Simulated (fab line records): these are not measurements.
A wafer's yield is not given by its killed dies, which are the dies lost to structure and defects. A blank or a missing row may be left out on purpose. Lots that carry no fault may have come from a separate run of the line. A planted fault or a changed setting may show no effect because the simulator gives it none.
fab line records | flow n5Finfet
record lots=7 wafers=21
route steps=1938 shown BEOL_M7@1308 BEOL_M8@1356 BEOL_M9@1431 BEOL_M10@1477 BEOL_M11@1573
startH: the number of hours between the record's first day and the start of the first shown wafer of the lot | waitH: time in hours since the lot's previous step | " as in the row above | L1.1+2: a single row standing in for several wafers | - no value, or no start was given | * or withheld: withheld | < > ~ a bound
route shown NAME@n: names a module that has steps shown in the file, with the first one's number in the route | usual: mean/standard deviation taken from wafers without a fault | same: alike in all rows | chamber/n: place in a boat | sites: each site's reading | _std_site: standard deviation across them | _edge_site: mean of outer sites minus mean of inner sites | radiusMm: for every site, how far away it sits from the centre of the wafer | mask NAME#n: copy n | behind: the tool/chamber that last shaped the wafer | hold: cause of the lot's hold/its duration in hours/its outcome | device: whichever transistor did not switch (one of n, p or np) | end of line: the route-end tests of the same wafers | where a step has no rows: the recipe by itself | killed: dies that structure and defects cost at the first sort, which is not the same as the wafer's yield | map: a wafer's dies, marking killed ones x, the rest . and places with no die _
set.NAME: the setting as run; set.NAME@STEP: as run at that earlier step | model.NAME: the simulator's own value behind a step, which no gauge read
lots whose settings were changed on purpose; a table a step, a row a wafer
## steps
# step N5_BEOL_M7_TRENCH_ETCH_37
# recipe chemistry=C4F6/O2 targetDepthA=934.78 target=SiCOH_lowk timeS=31.2 ionEnergyEv=250 pressureMtorr=30 sourceW=345 biasW=185 Ar_flow_sccm=300 C4F6_flow_sccm=10 O2_flow_sccm=10
# usual rfVppV=665/6.8
# columns lot.wafer tool chamber startH waitH set.sourceW rfVppV model.etch.depthNm model.BEOL_M7.featureDepthNm
L074.2 rieDiel-06 3 - - 345 662 92.69 92.6
L074.4 " 2 " " 345 656 93.47 93.4
L074.6 " 1 " " 345 672 92.5 92.4
L076.1 rieDiel-06 3 - - 365.3 644 94.65 94.6
L076.4 " 2 " " 365.3 637 95.7 95.6
L076.6 " 1 " " 345 672 92.22 92.2
L080.1 rieDiel-06 0 - - 345 658 93.96 94
L080.4 " 2 " " 345 659 93.54 93.6
L080.5 " 1 " " 297.9 725 87.28 87.2
L089.1 rieDiel-03 3 - - 345 673 93.45 93.4
L089.3 " 2 " " 345 673 95.46 95.4
L089.5 " 1 " " 384.6 637 100.8 100.8
L083.1 rieDiel-06 3 - - 345 665 93.1 93
L083.3 " 1 " " 345 671 92.94 93
L083.5 " 0 " " 345 658 94.59 94.6
L097.1 rieDiel-02 0 - - 345 657 92.62 92.6
L097.2 " 1 " " 380.3 631 96.66 96.6
L097.5 " 0 " " 345 656 93.55 93.6
L096.3 rieDiel-03 3 - - 394.3 628 96.42 96.4
L096.5 " 2 " " 345 673 93.36 93.4
L096.6 " 0 " " 345 662 91.42 91.4
# step N5_BEOL_M7_ETCH_41
# recipe chemistry=CH3F/O2 target=SiCN targetDepthA=319 taperDeg=2 timeS=57.8 ionEnergyEv=120 maskMaterial=TiN pressureMtorr=30 sourceW=395 biasW=75 Ar_flow_sccm=150 CH3F_flow_sccm=30 O2_flow_sccm=20
# step N5_BEOL_M7_STRIP_80
# recipe chemistry=N2/H2 timeS=10 powerW=450 tempC=40 pressureMtorr=20 rfFrequencyHz=6e+07 biasPowerW=7 n2FlowSccm=200 h2FlowSccm=200
# step N5_BEOL_M7_OCD_MEAS_38
# usual trenchDepthNm=93.5/1.1
# columns lot.wafer tool chamber startH waitH set.sourceW@BEOL_M7_TRENCH_ETCH_37 trenchDepthNm
L074.2 ocd-01 - 211.21 - 345 92.6
L074.4 " - " " 345 93.1
L074.6 " - " " 345 92.8
L076.1 ocd-01 - 225.29 - 365.3 95.1
L076.4 " - " " 365.3 95.5
L076.6 " - " " 345 92.0
L080.1 ocd-02 - 255.36 - 345 93.9
L080.4 " - " " 345 93.3
L080.5 " - " " 297.9 87.3
L089.1 ocd-01 - 325.08 - 345 93.4
L089.3 " - " " 345 95.0
L089.5 " - " " 384.6 100.9
L083.1 ocd-01 - 330.55 - 345 93.1
L083.3 " - " " 345 93.1
L083.5 " - " " 345 94.8
L097.1 ocd-01 - 375.75 - 345 92.4
L097.2 " - " " 380.3 96.7
L097.5 " - " " 345 93.8
L096.3 ocd-02 - 390.70 - 394.3 96.2
L096.5 " - " " 345 93.3
L096.6 " - " " 345 91.7
# step N5_BEOL_M7_HM_STRIP_39
# recipe chemistry=peroxideTinStrip material=TiN targetDepthA=250 tempC=50 timeS=158
# step N5_BEOL_M7_SRD_40
# recipe timeS=30 tempC=23 rinseLiquid=diw dry=ipaMarangoni
# step N5_BEOL_M7_ECD_50
# recipe material=Cu targetThkA=3000
# step N5_BEOL_M7_ANNEAL_51
# recipe tempC=225 timeS=90 ambient=N2
# step N5_BEOL_M7_CMP_52
# recipe stopOn=SiCOH_lowk tOverpolishS=6.9 downForcePsi=1 platenRpm=50 clearingPlatenDownForcePsi=1.5 clearingPlatenRpm=50 postCmpClean=cuAlkaline targetThkNm=80 clearingPlatenPadVelocityMS=0.99484 padVelocityMS=0.99484
# columns lot.wafer tool chamber startH waitH set.sourceW@BEOL_M7_TRENCH_ETCH_37 model.Cu_of_BEOL_M7_ECD_50.thkNm
L074.4 cmp-01 2 215.28 0.2 345 78.8
L074.2 " 0 " " 345 78.6
L074.6 " 1 " " 345 79
L076.1 cmp-02 3 229.07 0.3 365.3 81.4
L076.4 " 1 " " 365.3 82.2
L076.6 " 3 " " 345 79.8
L080.4 cmp-04 2 257.72 0.2 345 80.2
L080.1 " 3 " " 345 80.6
L080.5 " 0 " " 297.9 72.4
L089.3 cmp-04 3 327.77 0.2 345 82
L089.1 " 1 " " 345 80.4
L089.5 " 3 " " 384.6 88.6
L083.1 cmp-02 0 334.56 0.3 345 78.2
L083.3 " 1 " " 345 79.8
L083.5 " 2 " " 345 80.6
L097.1 cmp-01 3 379.26 0.3 345 80.6
L097.2 " 0 " " 380.3 83.2
L097.5 " 1 " " 345 81.6
L096.3 cmp-01 1 393.57 0.2 394.3 82.4
L096.6 " 0 " " 345 78.4
L096.5 " 1 " " 345 80.4
# step N5_BEOL_M7_THK_MEAS_53
# recipe thkMeasGauge=xrf reads=Cu_of_BEOL_M7_ECD_50
# usual M7_THK=78.8/1.5
# columns lot.wafer tool chamber startH waitH set.sourceW@BEOL_M7_TRENCH_ETCH_37 M7_THK[nm]
L074.2 filmMetro-02 - 215.54 - 345 77.6
L074.4 " - " " 345 77.6
L074.6 " - " " 345 78.2
L076.1 filmMetro-01 - 229.33 - 365.3 79.3
L076.4 " - " " 365.3 80.7
L076.6 " - " " 345 78.0
L080.1 filmMetro-02 - 257.93 - 345 80.1
L080.4 " - " " 345 79.8
L080.5 " - " " 297.9 72.0
L089.1 filmMetro-02 - 328.03 - 345 79.6
L089.3 " - " " 345 81.2
L089.5 " - " " 384.6 87.4
L083.1 filmMetro-02 - 334.78 - 345 77.0
L083.3 " - " " 345 78.5
L083.5 " - " " 345 78.8
L097.1 filmMetro-01 - 379.48 - 345 79.5
L097.2 " - " " 380.3 82.1
L097.5 " - " " 345 80.7
L096.3 filmMetro-02 - 393.83 - 394.3 81.0
L096.5 " - " " 345 79.1
L096.6 " - " " 345 77.3
# step N5_BEOL_M8_COAT_63
# recipe resist=SOC tempC=250 timeS=60 spinRpm=1500 resistThkNm=60
# columns lot.wafer tool chamber startH waitH set.spinRpm model.SOC_of_BEOL_M8_COAT_63.thkNm
L074.2+4 lithoTrack-05 0 224.43 4.6 1500 59.8
L074.6 " 0 " " 1500 60
L076.1+4 lithoTrack-04 0 237.77 4.8 1500 60
L076.6 " 0 " " 1500 60.2
L080.1+4+5 lithoTrack-01 0 261.34 1.2 1500 59.8
L089.1 lithoTrack-01 0 332.97 1.1 1500 60
L089.3 " 0 " " 1500 59.8
L089.5 " 0 " " 1358 63
L083.1 lithoTrack-01 0 339.57 2.2 1500 59.8
L083.3+5 " 0 " " 1500 60
L097.1 lithoTrack-05 0 385.00 0.1 1626 57.6
L097.2 " 0 " " 1500 60.2
L097.5 " 0 " " 1500 60
L096.3+6 lithoTrack-01 0 397.40 0.2 1556 58.8
L096.5 " 0 " " 1500 60
# step N5_BEOL_M8_COAT_64
# recipe resist=SiARC tempC=220 timeS=60 spinRpm=1500 resistThkNm=12
# columns lot.wafer tool chamber startH waitH set.spinRpm model.SiARC_of_BEOL_M8_COAT_64.thkNm
L074.2+4+6 lithoTrack-05 0 - - 1500 12
L076.1+4+6 lithoTrack-04 0 - - 1500 12
L080.1+5 lithoTrack-01 0 - - 1500 12
L080.4 " 0 " " 1627 11.6
L089.1 lithoTrack-01 0 - - 1663 11.4
L089.3+5 " 0 " " 1500 12
L083.1 lithoTrack-01 0 - - 1500 12
L083.3+5 " 0 " " 1558 11.8
L097.1 lithoTrack-05 0 - - 1382 12.6
L097.2+5 " 0 " " 1500 12
L096.3+6 lithoTrack-01 0 - - 1637 11.6
L096.5 " 0 " " 1500 12
# step N5_BEOL_M8_COAT_71
# recipe resist=underlayer tempC=205 timeS=60 spinRpm=1500 resistThkNm=5
# step N5_BEOL_M8_COAT_22
# recipe resist=CAR-EUV spinRpm=1500 resistThkNm=30
# step N5_BEOL_M8_DESCUM_33
# recipe chemistry=O2 timeS=7 sourcePowerW=50 biasPowerW=20 pressureMtorr=20 rfFrequencyHz=2.712e+07 tempC=40 resist=CAR-EUV o2FlowSccm=225
# step N5_BEOL_M8_ETCH_72
# recipe chemistry=N2/H2 target=underlayer targetDepthA=65 maskMaterial=CAR-EUV timeS=5.2 ionEnergyEv=200 pressureMtorr=30 sourceW=840 biasW=150 n2FlowSccm=200 h2FlowSccm=200 ends=cleared
# step N5_BEOL_M8_ETCH_65
# recipe chemistry=CF4 target=SiARC targetDepthA=156 maskMaterial=CAR-EUV timeS=26 ionEnergyEv=80 pressureMtorr=40 sourceW=545 biasW=36 Ar_flow_sccm=100 cf4FlowSccm=100 ends=cleared
# usual etchRfOnTimeS=26.1/0.31
# columns lot.wafer tool chamber startH waitH set.spinRpm@BEOL_M8_COAT_64 etchRfOnTimeS model.etch.depthNm model.CAR-EUV_of_BEOL_M8_COAT_22.thkNm
L074.2 rieDiel-04 1 225.18 0.0 1500 25.8 12.01 11
L074.4 " 3 " " 1500 25.9 12.04 11
L074.6 " 0 " " 1500 26.0 12.02 11.2
L076.1 rieDiel-01 0 238.64 0.0 1500 25.9 11.99 11.2
L076.4 " 1 " " 1500 25.4 11.98 11.2
L076.6 " 0 " " 1500 25.8 12 11.2
L080.1 rieDiel-01 3 261.96 0.0 1500 26.0 12.01 11
L080.4 " 1 " " 1627 24.9 11.52 11.6
L080.5 " 1 " " 1500 26.0 12.04 11
L089.1 rieDiel-04 0 333.82 0.0 1663 24.9 11.42 11.6
L089.3 " 2 " " 1500 26.7 12.02 11
L089.5 " 1 " " 1500 25.8 12.04 11.2
L083.1 rieDiel-01 0 340.18 0.0 1500 26.3 11.97 11.2
L083.3 " 1 " " 1558 25.6 11.77 11.2
L083.5 " 2 " " 1558 25.1 11.74 11.4
L097.1 rieDiel-01 2 385.52 0.0 1382 27.0 12.5 10.8
L097.2 " 3 " " 1500 25.9 12.03 11.2
L097.5 " 0 " " 1500 26.2 12.05 11.2
L096.3 rieDiel-01 1 397.95 0.0 1637 24.9 11.54 11.4
L096.5 " 1 " " 1500 26.0 12.09 11
L096.6 " 0 " " 1637 25.2 11.51 11.4
# step N5_BEOL_M8_ETCH_66
# recipe chemistry=N2/H2 target=SOC targetDepthA=800 overetchA=160 maskMaterial=SiARC tempC=40 timeS=120 ionEnergyEv=200 pressureMtorr=30 sourceW=840 biasW=150 n2FlowSccm=200 h2FlowSccm=200
# columns lot.wafer tool chamber startH waitH set.spinRpm@BEOL_M8_COAT_63 set.spinRpm@BEOL_M8_COAT_64 model.SiARC_of_BEOL_M8_COAT_64.thkNm model.etch.depthNm
L074.2 rieDiel-04 1 225.20 0.0 1500 1500 6.4 59.87
L074.4 " 3 " " 1500 1500 6.4 59.8
L074.6 " 0 " " 1500 1500 6.4 59.93
L076.1 rieDiel-01 0 238.67 0.0 1500 1500 6.4 59.95
L076.4 " 1 " " 1500 1500 6.4 60.02
L076.6 " 0 " " 1500 1500 6.4 60.1
L080.1 rieDiel-01 3 261.99 0.0 1500 1500 6.4 59.8
L080.4 " 1 " " 1500 1627 6 59.84
L080.5 " 1 " " 1500 1500 6.6 59.72
L089.1 rieDiel-04 0 333.85 0.0 1500 1663 5.8 59.98
L089.3 " 2 " " 1500 1500 6.6 59.85
L089.5 " 1 " " 1358 1500 6.4 63.07
L083.1 rieDiel-01 0 340.21 0.0 1500 1500 6.4 59.81
L083.3 " 1 " " 1500 1558 6.2 59.97
L083.5 " 2 " " 1500 1558 6 59.98
L097.1 rieDiel-01 2 385.55 0.0 1626 1382 6.8 57.63
L097.2 " 3 " " 1500 1500 6.4 60.13
L097.5 " 0 " " 1500 1500 6.4 59.99
L096.3 rieDiel-01 1 397.98 0.0 1556 1637 6 58.82
L096.5 " 1 " " 1500 1500 6.6 60.05
L096.6 " 0 " " 1556 1637 5.8 58.84
# step N5_BEOL_M8_STRIP_69
# recipe chemistry=N2/H2 tempC=40 n2FlowSccm=200 h2FlowSccm=200 rfFrequencyHz=6e+07
# step N5_BEOL_M8_STRIP_73
# recipe chemistry=N2/H2 tempC=40 n2FlowSccm=200 h2FlowSccm=200 rfFrequencyHz=6e+07
# step N5_BEOL_M8_VIA_ETCH_34
# recipe chemistry=C4F6/O2 target=SiCOH_lowk targetDepthA=1255 maskMaterial=SOC taperDeg=4 timeS=50.5 ionEnergyEv=250 pressureMtorr=30 sourceW=345 biasW=185 Ar_flow_sccm=300 C4F6_flow_sccm=10 O2_flow_sccm=10
# columns lot.wafer tool chamber startH waitH set.spinRpm@BEOL_M8_COAT_63 model.SOC_of_BEOL_M8_COAT_63.thkNm
L074.2+4 rieDiel-04 1,3 225.30 0.0 1500 53.6
L074.6 " 0 " " 1500 53.8
L076.1 rieDiel-01 0 238.77 0.0 1500 53.8
L076.4+6 " 1,0 " " 1500 54
L080.1+4+5 rieDiel-01 3,1,1 262.09 0.0 1500 53.8
L089.1 rieDiel-04 0 333.95 0.0 1500 53.8
L089.3 " 2 " " 1500 54
L089.5 " 1 " " 1358 57
L083.1+5 rieDiel-01 0,2 340.31 0.0 1500 53.8
L083.3 " 1 " " 1500 54
L097.1 rieDiel-01 2 385.65 0.0 1626 51.6
L097.2 " 3 " " 1500 54.2
L097.5 " 0 " " 1500 54
L096.3 rieDiel-01 1 398.08 0.0 1556 52.8
L096.5 " 1 " " 1500 54
L096.6 " 0 " " 1556 53
# step N5_BEOL_M9_EXPOSE_25
# recipe maskId=V8 na=0.33 sourceShape=annular sigmaInner=0.4 sigmaOuter=0.8 polarization=unpolarized doseMj=37.25
# columns lot.wafer tool chamber startH waitH mask set.doseMj
L074.2+4+6 euvScanner-01 0 237.58 - V8#0 37.25
L076.1+4+6 euvScanner-02 0 244.85 - V8#0 38.81
L080.1 euvScanner-02 0 270.28 - V8#0 35.85
L080.4+5 " 0 " " V8#0 37.25
L089.1 euvScanner-01 0 342.88 - V8#0 38.65
L089.3+5 " 0 " " V8#0 37.25
L083.1+3+5 euvScanner-01 0 346.46 - V8#0 37.25
L097.1+2 euvScanner-02 0 392.52 - V8#0 37.25
L097.5 " 0 " " V8#0 39.19
L096.3+5 euvScanner-01 0 406.45 - V8#0 38.85
L096.6 " 0 " " V8#0 37.25
# step N5_BEOL_M9_PEB_26
# recipe pebTempC=100 pebTimeS=60 resist=CAR-EUV
# step N5_BEOL_M9_DEVELOP_27
# recipe developTimeS=30 developer=TMAH resist=CAR-EUV rinseLiquid=surfactantRinse dry=airSpin devTempC=23
# step N5_BEOL_M9_CD_MEAS_28
# recipe targetCdNm=70 landingEnergyEv=500 detector=seInlens polarity=opening
# usual cdNm=70.02/0.24
# columns lot.wafer tool chamber startH waitH set.doseMj@BEOL_M9_EXPOSE_25 cdNm
L074.2 cdSem-03 0 237.70 - 37.25 70.27
L074.4 " 0 " " 37.25 70.17
L074.6 " 0 " " 37.25 70.00
L076.1 cdSem-01 0 244.98 - 38.81 70.78
L076.4 " 0 " " 38.81 71.06
L076.6 " 0 " " 38.81 70.74
L080.1 cdSem-02 0 270.41 - 35.85 69.32
L080.4 " 0 " " 37.25 70.24
L080.5 " 0 " " 37.25 70.07
L089.1 cdSem-02 0 343.01 - 38.65 70.85
L089.3 " 0 " " 37.25 69.68
L089.5 " 0 " " 37.25 69.73
L083.1 cdSem-02 0 346.59 - 37.25 70.35
L083.3 " 0 " " 37.25 70.31
L083.5 " 0 " " 37.25 70.07
L097.1 cdSem-03 0 392.65 - 37.25 69.79
L097.2 " 0 " " 37.25 69.69
L097.5 " 0 " " 39.19 71.18
L096.3 cdSem-03 0 406.57 - 38.85 71.39
L096.5 " 0 " " 38.85 71.55
L096.6 " 0 " " 37.25 70.31
# step N5_BEOL_M9_ETCH_66
# recipe chemistry=N2/H2 target=SOC targetDepthA=800 overetchA=160 maskMaterial=SiARC tempC=40 timeS=120 ionEnergyEv=200 pressureMtorr=30 sourceW=840 biasW=150 n2FlowSccm=200 h2FlowSccm=200
# columns lot.wafer tool chamber startH waitH set.timeS model.SiARC_of_BEOL_M9_COAT_64.thkNm
L074.2+6 rieDiel-02 2,0 237.90 0.0 120 6.4
L074.4 " 2 " " 120 6.2
L076.1+4+6 rieDiel-06 1,3,1 245.67 0.0 120 6.4
L080.1+4 rieDiel-03 3,2 270.75 0.0 120 6.4
L080.5 " 1 " " 95.61 7.4
L089.1+5 rieDiel-02 3 343.21 0.0 95.17 7.6
L089.3 " 2 " " 120 6.6
L083.1 rieDiel-02 1 346.80 0.0 112.5 6.8
L083.3+5 " 0,3 " " 120 6.4
L097.1+2 rieDiel-02 1,0 393.38 0.0 120 6.4
L097.5 " 1 " " 120 6.6
L096.3 rieDiel-03 2 406.83 0.0 105.4 7
L096.5 " 1 " " 105.4 6.8
L096.6 " 2 " " 120 6.2
# step N5_BEOL_M10_COAT_05
# recipe resist=CAR-ArF spinRpm=1500 resistThkNm=90
# columns lot.wafer tool chamber startH waitH set.spinRpm model.CAR-ArF_of_BEOL_M10_COAT_05.thkNm
L074.2 lithoTrack-05 0 - - 1500 90.2
L074.4 " 0 " " 1500 90
L074.6 " 0 " " 1500 89.8
L076.1 lithoTrack-03 0 - - 1500 89.6
L076.4 " 0 " " 1648 85.6
L076.6 " 0 " " 1648 85.8
L080.1 lithoTrack-04 0 - - 1587 87.8
L080.4 " 0 " " 1587 88
L080.5 " 0 " " 1500 90.6
L089.1 lithoTrack-04 0 - - 1500 90
L089.3+5 " 0 " " 1500 90.2
L083.1+5 lithoTrack-03 0 - - 1500 89.8
L083.3 " 0 " " 1500 89.6
L097.1+2 lithoTrack-03 0 - - 1500 89.8
L097.5 " 0 " " 1659 85.2
L096.3 lithoTrack-03 0 - - 1500 89.4
L096.5 " 0 " " 1500 89.6
L096.6 " 0 " " 1500 89.8
# step N5_BEOL_M10_EBR_07
# recipe solvent=PGMEA ebrWidthMm=1.5
# step N5_BEOL_M10_SOFTBAKE_06
# recipe tempC=110 timeS=60 resist=CAR-ArF
# step N5_BEOL_M10_EXPOSE_08
# recipe maskId=M10 na=1.35 sourceShape=dipole sigmaInner=0.411 sigmaOuter=0.611 polarization=te doseMj=53.75
# step N5_BEOL_M10_PEB_09
# recipe pebTempC=withheld pebTimeS=60 resist=CAR-ArF
# step N5_BEOL_M10_DEVELOP_10
# recipe developTimeS=30 developer=TMAH resist=CAR-ArF rinseLiquid=diw dry=airSpin devTempC=23
# columns lot.wafer tool chamber startH waitH set.spinRpm@BEOL_M10_COAT_05 model.CAR-ArF_of_BEOL_M10_COAT_05.thkNm
L074.2+4 lithoTrack-03 0 - - 1500 88.4
L074.6 " 0 " " 1500 88.2
L076.1 lithoTrack-04 0 - - 1500 88
L076.4 " 0 " " 1648 83.8
L076.6 " 0 " " 1648 84.2
L080.1 lithoTrack-04 0 - - 1587 86
L080.4 " 0 " " 1587 86.4
L080.5 " 0 " " 1500 89
L089.1 lithoTrack-03 0 - - 1500 88.2
L089.3 " 0 " " 1500 88.6
L089.5 " 0 " " 1500 88.4
L083.1+5 lithoTrack-05 0 - - 1500 88.2
L083.3 " 0 " " 1500 88
L097.1+2 lithoTrack-03 0 - - 1500 88.2
L097.5 " 0 " " 1659 83.6
L096.3+5 lithoTrack-04 0 - - 1500 87.8
L096.6 " 0 " " 1500 88
# step N5_BEOL_M11_ETCH_66
# recipe chemistry=N2/H2 target=SOC targetDepthA=1200 overetchA=240 maskMaterial=SiARC tempC=40 timeS=180 ionEnergyEv=200 pressureMtorr=30 sourceW=840 biasW=150 n2FlowSccm=200 h2FlowSccm=200
# columns lot.wafer tool chamber startH waitH set.timeS model.SiARC_of_BEOL_M11_COAT_64.thkNm
L074.2 rieDiel-02 0 254.87 0.0 180 22.4
L074.4+6 " 2,0 " " 180 22.6
L076.1+4+6 rieDiel-06 3,1,3 261.59 0.0 180 22.6
L080.1 rieDiel-02 0 284.79 0.0 156.3 23.6
L080.4 " 1 " " 180 22.8
L080.5 " 3 " " 180 22.6
L089.1 rieDiel-03 0 356.08 0.0 180 22.8
L089.3 " 2 " " 205.4 21.6
L089.5 " 2 " " 180 22.6
L083.1 rieDiel-02 0 360.86 0.0 180 22.6
L083.3+5 " 1 " " 140.9 24.4
L097.1 rieDiel-06 0 408.63 0.0 180 22.6
L097.2+5 " 2,1 " " 202 21.8
L096.3 rieDiel-02 2 426.85 0.0 180 22.8
L096.5 " 3 " " 190.6 22.2
L096.6 " 0 " " 180 22.6
## key
split step=N5_BEOL_M7_TRENCH_ETCH_37 setting=sourceW stated=345 by=wafer
response step=N5_BEOL_M7_TRENCH_ETCH_37 reading=rfVppV change=-3.52 per=1% r=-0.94
response step=N5_BEOL_M7_TRENCH_ETCH_37 reading=model.etch.depthNm change=+0.413 per=1% r=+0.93
response step=N5_BEOL_M7_TRENCH_ETCH_37 reading=model.BEOL_M7.featureDepthNm change=+0.414 per=1% r=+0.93
response step=N5_BEOL_M7_OCD_MEAS_38 reading=trenchDepthNm change=+0.41 per=1% r=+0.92
response step=N5_BEOL_M7_CMP_52 reading=model.Cu_of_BEOL_M7_ECD_50.thkNm change=+0.408 per=1% r=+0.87
response step=N5_BEOL_M7_THK_MEAS_53 reading=M7_THK change=+0.397 per=1% r=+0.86
split step=N5_BEOL_M8_COAT_63 setting=spinRpm stated=1500 by=wafer
response step=N5_BEOL_M8_COAT_63 reading=model.SOC_of_BEOL_M8_COAT_63.thkNm change=-0.315 per=1% r=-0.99
response step=N5_BEOL_M8_ETCH_66 reading=model.etch.depthNm change=-0.315 per=1% r=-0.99
response step=N5_BEOL_M8_VIA_ETCH_34 reading=model.SOC_of_BEOL_M8_COAT_63.thkNm change=-0.313 per=1% r=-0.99
split step=N5_BEOL_M8_COAT_64 setting=spinRpm stated=1500 by=wafer
response step=N5_BEOL_M8_COAT_64 reading=model.SiARC_of_BEOL_M8_COAT_64.thkNm change=-0.0544 per=1% r=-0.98
response step=N5_BEOL_M8_ETCH_65 reading=etchRfOnTimeS change=* per=1% r=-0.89
response step=N5_BEOL_M8_ETCH_65 reading=model.etch.depthNm change=-0.0585 per=1% r=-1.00
response step=N5_BEOL_M8_ETCH_65 reading=model.CAR-EUV_of_BEOL_M8_COAT_22.thkNm change=+0.0506 per=1% r=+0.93
response step=N5_BEOL_M8_ETCH_66 reading=model.SiARC_of_BEOL_M8_COAT_64.thkNm change=-0.0644 per=1% r=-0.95
split step=N5_BEOL_M9_EXPOSE_25 setting=doseMj stated=37.25 by=wafer
response step=N5_BEOL_M9_CD_MEAS_28 reading=cdNm change=+0.27 per=1% r=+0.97
split step=N5_BEOL_M9_ETCH_66 setting=timeS stated=120 by=wafer
response step=N5_BEOL_M9_ETCH_66 reading=model.SiARC_of_BEOL_M9_COAT_64.thkNm change=-0.0506 per=1% r=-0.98
split step=N5_BEOL_M10_COAT_05 setting=spinRpm stated=1500 by=wafer
response step=N5_BEOL_M10_COAT_05 reading=model.CAR-ArF_of_BEOL_M10_COAT_05.thkNm change=-0.423 per=1% r=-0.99
response step=N5_BEOL_M10_DEVELOP_10 reading=model.CAR-ArF_of_BEOL_M10_COAT_05.thkNm change=-0.429 per=1% r=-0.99
split step=N5_BEOL_M11_ETCH_66 setting=timeS stated=180 by=wafer
response step=N5_BEOL_M11_ETCH_66 reading=model.SiARC_of_BEOL_M11_COAT_64.thkNm change=-0.077 per=1% r=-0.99
